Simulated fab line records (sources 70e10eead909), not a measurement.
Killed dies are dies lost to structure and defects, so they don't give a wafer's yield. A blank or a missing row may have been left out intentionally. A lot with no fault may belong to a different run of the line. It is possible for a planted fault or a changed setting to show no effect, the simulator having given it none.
Chamber matching -- flow nand-harc -- NHARC_P_CONTACT_CMP_24 on cmp-04: 4 sister chambers
The step polishes, t overpolish 30 s, target thk 200 nm. 14 wafers are shown with their chamber, then 7 later ones without.

## EACH WAFER AND ITS CHAMBER
wafer,chamber,motor-current-A (A),time-to-endpoint-s (s),overpolish-run-s (s)
L973.3,3,11.2,37.8,29.998
L973.4,2,11.9,44.3,29.998
L973.5,2,12.1,41.3,29.995
L976.2,1,11.6,38.3,30.009
L976.4,3,11.4,36.1,30.005
L976.5,3,10.9,33.8,30.009
L987.3,1,11.4,42.0,29.984
L987.4,2,11.8,40.3,29.999
L987.5,1,11.6,41.0,30.017
L991.2,2,12.1,41.9,30.000
L991.3,0,12.0,40.9,30.003
L991.6,0,11.9,39.8,30.009
L993.1,2,12.1,36.0,29.993
L993.3,0,11.6,41.0,29.989

SIGNATURES (averages over the wafers above)
reading,chamber 0,chamber 1,chamber 2,chamber 3,scatter within a chamber
motor-current-A,11.833,11.533,12.000,11.167,0.179
time-to-endpoint-s,40.567,40.433,40.760,35.900,2.31
overpolish-run-s,30.00033,30.00333,29.99700,30.00400,0.00948
Rule: a wafer's distance from a chamber is the root of the sum, over the readings, of the square of ((its reading less the chamber's mean) divided by the reading's scatter). If the next closest chamber is less than 2 further off than the closest, the wafer can't be placed; otherwise it belongs to the closest. How the scatter is found: for the shown wafers, subtract from each reading the mean of its chamber, square and add these, divide the total by (wafers less chambers), then take the root.

## WAFERS WITH NO CHAMBER GIVEN
wafer,motor-current-A (A),time-to-endpoint-s (s),overpolish-run-s (s)
L993.6,10.8,38.7,29.996
L995.2,10.6,38.0,30.002
L995.4,11.4,40.2,29.987
L995.5,12.1,39.2,30.005
L996.3,12.1,41.8,30.000
L996.4,11.8,37.6,29.986
L996.5,11.7,38.8,30.001

## EACH ONE'S CHAMBER
wafer,from the rows above,in truth
L993.6,can't be placed: 3 or 1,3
L995.2,3,3
L995.4,can't be placed: 1 or 0 or 3 or 2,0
L995.5,can't be placed: 2 or 0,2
L996.3,can't be placed: 2 or 0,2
L996.4,can't be placed: 0 or 2 or 1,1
L996.5,can't be placed: 0 or 1 or 2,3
Correct placement for 1 of the 7. Cannot be placed on the basis of these rows: 6; the candidates contain the true chamber in 5. Number placed wrongly: 0.
